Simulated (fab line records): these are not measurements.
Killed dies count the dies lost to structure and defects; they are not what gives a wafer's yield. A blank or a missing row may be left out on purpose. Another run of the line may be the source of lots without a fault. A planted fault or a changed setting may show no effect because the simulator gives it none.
Struck lot and sound lot, side by side    flow n5 finfet    42 out of 1938 route steps
Sound: these wafers, L470.3, L470.4, L470.6. The struck wafers were L462.3, L462.4, L462.5. The cause is given at the end.
Per side, at each step with rows, come the tool, then ch with its chambers, and then its first start. Under that, the readings that differ: sound wafers    struck wafers    difference of the means    sigmas: that difference in standard deviations of wafers without a fault.
alike: readings whose means differ by less than 2 such deviations, and words and numbers that are the same on both sides. not compared: withheld readings, readings that some wafer has no value for, bounds like >300 that may hide the same value, and numbers for which the record gives no deviation and whose values overlap.
Wherever a step has rows on one side only, a row that says differs or no value, or a row with sigmas, the two part there. When numbers do not overlap yet have no deviation, they are printed without sigmas and do not part them. A reading missing from all wafers of one side parts the sides only when that side holds two or more wafers.

first, 1 step without rows for these wafers: N5_HKMG_FIN_CMP_94 (polishes, stops on SiNx, t overpolish 4.7 s, target thk 43.299 nm).
N5_HKMG_FIN_INSPECT_28: inspects for defects (darkfield).
  sound on defect inspect-02, day 8 07:43; struck on defect inspect-01, day 6 10:26
  alike: raw defect count
then, 3 steps without rows for these wafers: N5_GATE_CUT_ETCHBACK_00 (etches W in SF6/Cl2); N5_GATE_CUT_ETCH_56 (etches TiN in Cl2/Ar, target depth 21.6 nm); N5_GATE_CUT_ETCHBACK_30 (etches TiN in Cl2/Ar, target depth 3 nm).
N5_GATE_CUT_VAPOR_ETCH_60: etches HfO2 in BCl3/Cl2.
  sound on rie metal-02 ch 0,1, day 8 08:00; struck on rie metal-02 ch 0,1, day 6 10:44
  alike: drypump motor current A, oes product au
then, 5 steps without rows for these wafers: N5_GATE_CUT_ETCH_58 (etches SiNx in CH3F/O2, target depth 17 nm, time 128.6 s); N5_GATE_CUT_STRIP_59 (strips in N2/H2, time 20 s); N5_GATE_CUT_PRECLEAN_31 (cleans in DIW, time 300 s); N5_GATE_CUT_SRD_32 (time 30 s); N5_GATE_CUT_SAC_CAP_01 (material SiNx, target thk 24 nm, pulse time 1 s, ald cycles 480).
N5_GATE_CUT_PECVD_57: deposits SiNx from SiH4/NH3/N2, target thk 21 nm.
  sound on pecvd-01 ch 1,2, day 8 10:37; struck on pecvd-04 ch 0,2, day 6 13:19
  no value came back on the struck wafers for any of 6 readings (chamber pressure Torr (Torr), heater power outer w (W) and others); on the sound wafers chamber pressure Torr (Torr) reads 1.500 1.501 1.500
N5_GATE_CUT_CMP_02: polishes, stops on SiO2, t overpolish 12.7 s, target thk 0 nm.
  sound on cmp-03 ch 0,2,3, day 8 10:46; struck on cmp-03 ch 2,3, day 6 13:23
reading                                        sound           struck  difference  sigmas
model.SiNx_of_GATE_CUT_SAC_CAP_01.thk nm (nm)  21.6 21.8 21.6  0 0 0   -22         
  alike: motor current A
N5_GATE_CUT_HM_DEP_46: deposits SiO2 from TEOS/O2, target thk 130 nm, time 26.6 s.
  sound on pecvd-01 ch 0,1,2, day 8 11:01; struck on pecvd-02 ch 0,1, day 6 13:44
  alike: heater power w, rf fwd power W, showerhead plenum p Torr, throttle valve pct
then, 9 steps without rows for these wafers: N5_GATE_CUT_COAT_34 (time 60 s, resist thk 60 nm); N5_GATE_CUT_COAT_35 (time 60 s, resist thk 10 nm); N5_GATE_CUT_COAT_27 (time 60 s, resist thk 10 nm); N5_GATE_CUT_COAT_07 (resist thk 30 nm); N5_GATE_CUT_EBR_09; N5_GATE_CUT_SOFTBAKE_08 (time 60 s); N5_GATE_CUT_EXPOSE_10 (exposes mask GATE CUT, target cd 20 nm); N5_GATE_CUT_PEB_11 (peb time 60 s); N5_GATE_CUT_DEVELOP_12 (develop time 30 s).
N5_GATE_CUT_CD_MEAS_13 targets a cd of 20 nm.
  sound on cd sem-03 ch 0, day 8 11:24; struck on cd sem-02 ch 0, day 6 14:11
  alike: cd nm
N5_GATE_CUT_OVL_MEAS_14:
  sound on overlay-01 ch 0, day 8 11:26; struck on overlay-01 ch 0, day 6 14:14
  alike: GATE_CUT_OVL
N5_GATE_CUT_INSPECT_15: inspects for defects (brightfield).
  sound on defect inspect-01, day 8 11:29; struck on defect inspect-01, day 6 14:17
  alike: raw defect count
then, 2 steps without rows for these wafers: N5_GATE_CUT_DESCUM_18 (chemistry O2, time 7 s); N5_GATE_CUT_ETCH_28 (etches underlayer in N2/H2, target depth 13 nm, time 10.4 s).
N5_GATE_CUT_ETCH_36: etches SiARC in CF4, target depth 13 nm, time 21.7 s.
  sound on rie diel-03 ch 1,2,3, day 8 11:34; struck on rie diel-04 ch 1,3, day 6 14:22
  alike: drypump motor current A, etch rf on time s, oes product au, rf fwd power W, rf vpp V, showerhead plenum p Torr, throttle valve pct
  not compared: rf hours counter h
then, 7 steps without rows for these wafers: N5_GATE_CUT_ETCH_37 (etches SOC in N2/H2, target depth 60 nm, overetch 12 nm, time 90 s); N5_GATE_CUT_STRIP_38 (strips in N2/H2); N5_GATE_CUT_STRIP_39 (strips in N2/H2); N5_GATE_CUT_HM_OPEN_40 (chemistry C4F6/O2, target SiO2, target depth 139 nm, time 85.1 s); N5_GATE_CUT_STRIP_41 (strips in CF4); N5_GATE_CUT_STRIP_42 (strips in O2); N5_GATE_CUT_ETCH_19 (etches SiNx in CH3F/O2, target depth 53.7 nm, time 76.7 s).
N5_GATE_CUT_CUT_ETCH_53: etches W in SF6/Cl2, target depth 79.2 nm.
  sound on rie metal-02 ch 0,1, day 8 11:56; struck on rie metal-03 ch 0,1, day 6 14:43
  alike: drypump motor current A, etch rf on time s, oes product au, rf fwd power W, throttle valve pct
  not compared: rf hours counter h
then, 2 steps without rows for these wafers: N5_GATE_CUT_CUT_ETCH_54 (etches TiN in Cl2/BCl3, target depth 96.7 nm); N5_GATE_CUT_CUT_ETCH_55 (etches HfO2 in BCl3, target depth 3.2 nm).
N5_GATE_CUT_ETCH_47: etches SiO2 in Cl2/BCl3, target depth 10 nm.
  sound on rie metal-02 ch 0,1, day 8 12:04; struck on rie metal-03 ch 0,1, day 6 14:52
  alike: drypump motor current A, oes_ar_750_au, oes product au, rf fwd power W, throttle valve pct
  not compared: rf hours counter h
N5_MOL_CONTACT_COAG_CMP_28: polishes, stops on SiNx, t overpolish 0.85 s, target thk 14.522 nm.
  sound on cmp-02 ch 2,3, day 9 00:41; struck on cmp-04 ch 1,2,3, day 7 02:09
reading                                        sound          struck       difference  sigmas
time to endpoint s (s)                         8.6 12.2 10.4  6.5 4.5 3.2  -5.7        -2
model.SiNx_of_GATE_CUT_SAC_CAP_01.thk nm (nm)  17.8 18 18     0 0 0        -18         
  alike: motor current A
N5_MOL_CONTACT_COAG_ETCH_47: etches SiNx in CH3F/O2, stops on W, target depth 27 nm.
  sound on rie diel-05 ch 0,1, day 9 02:55; struck on rie diel-01 ch 0,3, day 7 04:19
reading                                       sound              struck            difference  sigmas
etch rf on time s (s)                         29.8 31.1 30.3     39.1 39.2 38.8    +8.6        +18
model.etch.t clear s (s)                      24.88 25.95 25.28  32.6 32.65 32.35  +7.2        
model.MOL_CONTACT_COAG.feature depth nm (nm)  18.4 18.6 18.4     23.2 23.2 23.2    +4.7        
model.etch.depth nm (nm)                      17.85 18.01 17.91  22.5 22.5 22.5    +4.6        
  alike: drypump motor current A, oes_ar_750_au, oes_f_703_au, oes product au, rf fwd power W, rf vpp V, showerhead plenum p Torr, throttle valve pct
  not compared: rf hours counter h

== WHERE THEY PART ==
Earliest at N5_GATE_CUT_PECVD_57; latest, in this record, at N5_MOL_CONTACT_COAG_ETCH_47.

WHY: whatever the simulator had introduced
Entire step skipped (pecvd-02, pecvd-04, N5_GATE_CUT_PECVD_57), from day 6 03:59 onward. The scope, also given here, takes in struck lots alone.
